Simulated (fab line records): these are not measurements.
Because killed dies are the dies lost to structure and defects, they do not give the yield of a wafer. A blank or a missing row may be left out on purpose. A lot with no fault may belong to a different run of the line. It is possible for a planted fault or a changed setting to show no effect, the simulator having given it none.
Split-lot study :: flow n5_finfet :: 21 wafers read across 7 lots, on a route 1938 steps long

== ON THE SPLIT ==
At N5_BEOL_M0_SAQP_PECVD_97 (deposits SiNx from SiH4/NH3/N2, target thk 23 nm, time 19.9 s), the setting time_s was moved away from the recipe's 19.9 s on 8 of the 21 wafers read, by -14.0% to +13.7%. This setting was run at the recipe's value on the other wafers.

Reading taken at the split's own step.

== THE READING ==
SiNx_of_BEOL_M0_SAQP_PECVD_97.thk_nm (the simulator's own value, which no gauge read), in nm, at N5_BEOL_M0_SAQP_PECVD_97 (deposits SiNx from SiH4/NH3/N2, target thk 23 nm, time 19.9 s). No usual value for it is given in the file. Here, 13 wafers ran the recipe; their average is 23.1 nm with a standard deviation of 0.37 nm.

wafer: L074.1
tool, chamber at the split: pecvd-04, 0
time_s as run, s: 19.9
against the recipe: recipe
SiNx_of_BEOL_M0_SAQP_PECVD_97.thk_nm, nm: 22.6
against lot-mates on the recipe: -

wafer: L074.2
tool, chamber at the split: pecvd-04, 1
time_s as run, s: 20.9
against the recipe: +5.0%
SiNx_of_BEOL_M0_SAQP_PECVD_97.thk_nm, nm: 23.6
against lot-mates on the recipe: +1.0

wafer: L074.3
tool, chamber at the split: pecvd-04, 2
time_s as run, s: 20.9
against the recipe: +5.0%
SiNx_of_BEOL_M0_SAQP_PECVD_97.thk_nm, nm: 24
against lot-mates on the recipe: +1.4

wafer: L076.2
tool, chamber at the split: pecvd-02, 0
time_s as run, s: 21.4
against the recipe: +7.5%
SiNx_of_BEOL_M0_SAQP_PECVD_97.thk_nm, nm: 24.4
against lot-mates on the recipe: +1.0

wafer: L076.3
tool, chamber at the split: pecvd-02, 2
time_s as run, s: 21.4
against the recipe: +7.5%
SiNx_of_BEOL_M0_SAQP_PECVD_97.thk_nm, nm: 24.8
against lot-mates on the recipe: +1.4

wafer: L076.6
tool, chamber at the split: pecvd-02, 0
time_s as run, s: 19.9
against the recipe: recipe
SiNx_of_BEOL_M0_SAQP_PECVD_97.thk_nm, nm: 23.4
against lot-mates on the recipe: -

wafer: L078.4
tool, chamber at the split: pecvd-02, 0
time_s as run, s: 22.62
against the recipe: +13.7%
SiNx_of_BEOL_M0_SAQP_PECVD_97.thk_nm, nm: 26.2
against lot-mates on the recipe: +3.0

wafer: L078.5
tool, chamber at the split: pecvd-02, 1,2
time_s as run, s: 19.9
against the recipe: recipe
SiNx_of_BEOL_M0_SAQP_PECVD_97.thk_nm, nm: 23.2
against lot-mates on the recipe: -

wafer: L078.6
tool, chamber at the split: pecvd-02, 1,2
time_s as run, s: 19.9
against the recipe: recipe
SiNx_of_BEOL_M0_SAQP_PECVD_97.thk_nm, nm: 23.2
against lot-mates on the recipe: -

wafer: L080.1
tool, chamber at the split: pecvd-02, 0
time_s as run, s: 19.9
against the recipe: recipe
SiNx_of_BEOL_M0_SAQP_PECVD_97.thk_nm, nm: 23
against lot-mates on the recipe: -

wafer: L080.3
tool, chamber at the split: pecvd-02, 2,1
time_s as run, s: 19.9
against the recipe: recipe
SiNx_of_BEOL_M0_SAQP_PECVD_97.thk_nm, nm: 23.4
against lot-mates on the recipe: -

wafer: L080.6
tool, chamber at the split: pecvd-02, 2,1
time_s as run, s: 19.9
against the recipe: recipe
SiNx_of_BEOL_M0_SAQP_PECVD_97.thk_nm, nm: 23.4
against lot-mates on the recipe: -

wafer: L084.1
tool, chamber at the split: pecvd-01, 2,1
time_s as run, s: 19.9
against the recipe: recipe
SiNx_of_BEOL_M0_SAQP_PECVD_97.thk_nm, nm: 22.6
against lot-mates on the recipe: -

wafer: L084.2
tool, chamber at the split: pecvd-01, 2,1
time_s as run, s: 19.9
against the recipe: recipe
SiNx_of_BEOL_M0_SAQP_PECVD_97.thk_nm, nm: 22.6
against lot-mates on the recipe: -

wafer: L084.4
tool, chamber at the split: pecvd-01, 0
time_s as run, s: 19.9
against the recipe: recipe
SiNx_of_BEOL_M0_SAQP_PECVD_97.thk_nm, nm: 23.8
against lot-mates on the recipe: -

wafer: L089.2
tool, chamber at the split: pecvd-02, 2
time_s as run, s: 19.9
against the recipe: recipe
SiNx_of_BEOL_M0_SAQP_PECVD_97.thk_nm, nm: 22.6
against lot-mates on the recipe: -

wafer: L089.4
tool, chamber at the split: pecvd-02, 1
time_s as run, s: 19.9
against the recipe: recipe
SiNx_of_BEOL_M0_SAQP_PECVD_97.thk_nm, nm: 23
against lot-mates on the recipe: -

wafer: L089.6
tool, chamber at the split: pecvd-02, 2
time_s as run, s: 22.63
against the recipe: +13.7%
SiNx_of_BEOL_M0_SAQP_PECVD_97.thk_nm, nm: 26.2
against lot-mates on the recipe: +3.4

wafer: L093.2
tool, chamber at the split: pecvd-04, 0
time_s as run, s: 17.12
against the recipe: -14.0%
SiNx_of_BEOL_M0_SAQP_PECVD_97.thk_nm, nm: 20
against lot-mates on the recipe: -3.0

wafer: L093.5
tool, chamber at the split: pecvd-04, 0
time_s as run, s: 17.12
against the recipe: -14.0%
SiNx_of_BEOL_M0_SAQP_PECVD_97.thk_nm, nm: 20
against lot-mates on the recipe: -3.0

wafer: L093.6
tool, chamber at the split: pecvd-04, 1
time_s as run, s: 19.9
against the recipe: recipe
SiNx_of_BEOL_M0_SAQP_PECVD_97.thk_nm, nm: 23
against lot-mates on the recipe: -
When a row names more than one chamber, that row covers several wafers, and the file does not tell which wafer ran in which chamber.

THE FIT
A straight line over all 21 wafers: SiNx_of_BEOL_M0_SAQP_PECVD_97.thk_nm changes by +0.218 nm for each +1% of time_s; r = +0.97; the points scatter about the line by 0.34 nm.
The same after taking each lot's own level away (the mean of its wafers on the recipe; 21 wafers): +0.217 nm for each +1%; r = +0.98; scatter 0.32 nm.
The reading moves by 3 nm for the largest change in time_s, on that fit.
From 22.60 to 23.40 nm: that is the span of the lots' own levels, equal to 2.2 times the standard deviation above.
So the lot-to-lot level changes the slope little: the two slopes agree.
Check: with one of the wafers moved furthest among these (-14.0%) left out of the fit, the line predicts -3.06 nm for it against its lot-mates. Against them it came out at -3 nm.

== THE OTHER SPLITS THESE WAFERS WENT THROUGH ==
These wafers also went through other splits before the reading. Each is held against what the fit with the lots' levels taken away leaves over:
other split on the same wafers: N5_HKMG_FIN_ETCH_55 time_s
wafers away from the commonest value: 8
r with SiNx_of_BEOL_M0_SAQP_PECVD_97.thk_nm (lot level and that fit taken away): -0.23

other split on the same wafers: N5_HKMG_FIN_PEB_10 peb_time_s
wafers away from the commonest value: 7
r with SiNx_of_BEOL_M0_SAQP_PECVD_97.thk_nm (lot level and that fit taken away): -0.17

other split on the same wafers: N5_HKMG_FIN_ETCH_32 bias_w
wafers away from the commonest value: 8
r with SiNx_of_BEOL_M0_SAQP_PECVD_97.thk_nm (lot level and that fit taken away): +0.24

other split on the same wafers: N5_GATE_CUT_CUT_ETCH_54 icp_w
wafers away from the commonest value: 7
r with SiNx_of_BEOL_M0_SAQP_PECVD_97.thk_nm (lot level and that fit taken away): -0.10

other split on the same wafers: N5_MOL_CONTACT_COAG_PECVD_31 temp_c
wafers away from the commonest value: 5
r with SiNx_of_BEOL_M0_SAQP_PECVD_97.thk_nm (lot level and that fit taken away): -0.39

other split on the same wafers: N5_BEOL_M0_SAQP_PECVD_00 time_s
wafers away from the commonest value: 7
r with SiNx_of_BEOL_M0_SAQP_PECVD_97.thk_nm (lot level and that fit taken away): -0.15

== THE FILE'S OWN FIT ==
SiNx_of_BEOL_M0_SAQP_PECVD_97.thk_nm changes by +0.222 nm for each +1% of time_s, r = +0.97.
